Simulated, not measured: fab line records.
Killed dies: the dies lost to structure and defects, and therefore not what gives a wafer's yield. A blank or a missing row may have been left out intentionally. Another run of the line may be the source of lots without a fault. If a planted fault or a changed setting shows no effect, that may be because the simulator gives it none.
Struck lot and sound lot, side by side | flow n5_finfet | 15 steps out of a route of 1938
Sound: the wafers L128.1, L128.4, L128.5. Struck: wafers L136.3, L136.5. (L136.2 of the same lot was not struck and is left out.) The cause comes at the end.
For every step that has rows: the tool of each side, followed by ch and its chambers, followed by its first start. Under that, the readings that differ: sound wafers | struck wafers | difference of the means | sigmas: that difference in standard deviations of wafers without a fault.
alike: same words and numbers on both sides, and readings whose means sit less than 2 such deviations apart. not compared: any withheld reading, any reading some wafer has no value for, any bound like >300 that may hide the same value, and any number with overlapping values for which the record gives no deviation.
A row with sigmas, a row that says differs or no value, or rows on one side alone: a step with any of these is where the two part. Non-overlapping numbers with no deviation appear without sigmas and do not part them. A reading that every wafer of one side lacks parts them only if that side has two wafers or more.

first, 1 step without rows for these wafers: N5_BEOL_M11_DEVELOP_27 (develop time 30 s).
N5_BEOL_M11_CD_MEAS_28: the cd target is 70 nm.
  sound on cd_sem-02 ch 0, day 12 08:41; struck on cd_sem-02 ch 0, day 14 02:11
  alike: cd_nm
N5_BEOL_M11_OVL_MEAS_29:
  sound on overlay-01 ch 0, day 12 08:43; struck on overlay-01 ch 0, day 14 02:13
  alike: V10_OVL
N5_BEOL_M11_INSPECT_30: inspects for defects (brightfield).
  sound: defect_inspect-02 at day 12 08:44; struck: defect_inspect-02 at day 14 02:14
  alike: raw_defect_count
N5_BEOL_M11_DESCUM_33: chemistry O2, time 7.9 s.
  sound on rie_diel-03 ch 0,1,2, day 12 08:47; struck on rie_diel-04 ch 2,3, day 14 02:22
  alike: drypump_motor_current_A, oes_product_au, rf_fwd_power_W, rf_vpp_V, showerhead_plenum_p_Torr, throttle_valve_pct
  not compared: rf_hours_counter_h
N5_BEOL_M11_ETCH_65: etches SiARC in CF4, target depth 39 nm, time 65 s.
  sound on rie_diel-03 ch 0,1,2, day 12 08:49; struck on rie_diel-04 ch 2,3, day 14 02:25
  alike: drypump_motor_current_A, etch_rf_on_time_s, mfc_ar_sccm, oes_product_au, rf_fwd_power_W, rf_vpp_V, showerhead_plenum_p_Torr, throttle_valve_pct
  not compared: rf_hours_counter_h
N5_BEOL_M11_ETCH_66: etches SOC in N2/H2, target depth 120 nm, overetch 24 nm, time 180 s.
  sound on rie_diel-03 ch 0,1,2, day 12 08:52; struck on rie_diel-04 ch 2,3, day 14 02:28
  reading          | sound             | struck      | difference | sigmas
  run_length_s (s) | 203.3 202.7 202.7 | 204.0 204.1 | +1.2       | +3
  alike: drypump_motor_current_A, oes_product_au, rf_fwd_power_W, rf_vpp_V, showerhead_plenum_p_Torr, throttle_valve_pct
  not compared: rf_hours_counter_h
then, 3 steps without rows for these wafers: N5_BEOL_M11_STRIP_69 (strips in N2/H2); N5_BEOL_M11_VIA_ETCH_34 (etches SiCOH lowk in C4F6/O2, target depth 184.5 nm, time 69.2 s); N5_BEOL_M11_STRIP_73 (strips in C4F6/O2).
N5_BEOL_M11_STRIP_36: strips in N2/H2.
  sound on rie_diel-03 ch 0,1,2, day 12 09:03; struck on rie_diel-04 ch 2,3, day 14 02:39
  alike: drypump_motor_current_A, oes_product_au, rf_vpp_V, showerhead_plenum_p_Torr, throttle_valve_pct
  not compared: rf_hours_counter_h
then, 1 step without rows for these wafers: N5_BEOL_M11_TRENCH_ETCH_37 (etches SiCOH lowk in C4F6/O2, target depth 148.83 nm, time 48 s).
N5_BEOL_M11_ETCH_41: etches SiCN in CH3F/O2, target depth 42.6 nm, time 86 s.
  sound on rie_diel-03 ch 0,1,2, day 12 09:08; struck on rie_diel-04 ch 2,3, day 14 02:44
  reading                  | sound             | struck      | difference                    | sigmas
  rf_fwd_power_W (W)       | 391.7 391.8 392.3 | - -         | no value on the struck wafers |
  run_length_s (s)         | 109.9 108.7 109.1 | 98.7 99.4   | -10.2                         | -27
  model.etch.depth_nm (nm) | 33.51 32.72 32.76 | 29.25 28.71 | -4.02                         |
  alike: drypump_motor_current_A, mfc_ar_sccm, oes_product_au, rf_vpp_V, showerhead_plenum_p_Torr, throttle_valve_pct
  not compared: rf_hours_counter_h
N5_BEOL_M11_STRIP_77: strips in N2/H2, time 10 s.
  sound: rie_diel-03 ch 0,1,2; struck: rie_diel-04 ch 2,3
  alike: drypump_motor_current_A, oes_product_au, rf_vpp_V, showerhead_plenum_p_Torr, throttle_valve_pct
  not compared: rf_hours_counter_h
then, 1 step without rows for these wafers: N5_PASSIVATION_PROBE_49.

== WHERE THEY PART ==
At N5_BEOL_M11_ETCH_66 first; at N5_BEOL_M11_ETCH_41 last (within this record only). Later steps at which nothing parts them and some readings are alike: N5_BEOL_M11_STRIP_77.

WHY: whatever the simulator had introduced
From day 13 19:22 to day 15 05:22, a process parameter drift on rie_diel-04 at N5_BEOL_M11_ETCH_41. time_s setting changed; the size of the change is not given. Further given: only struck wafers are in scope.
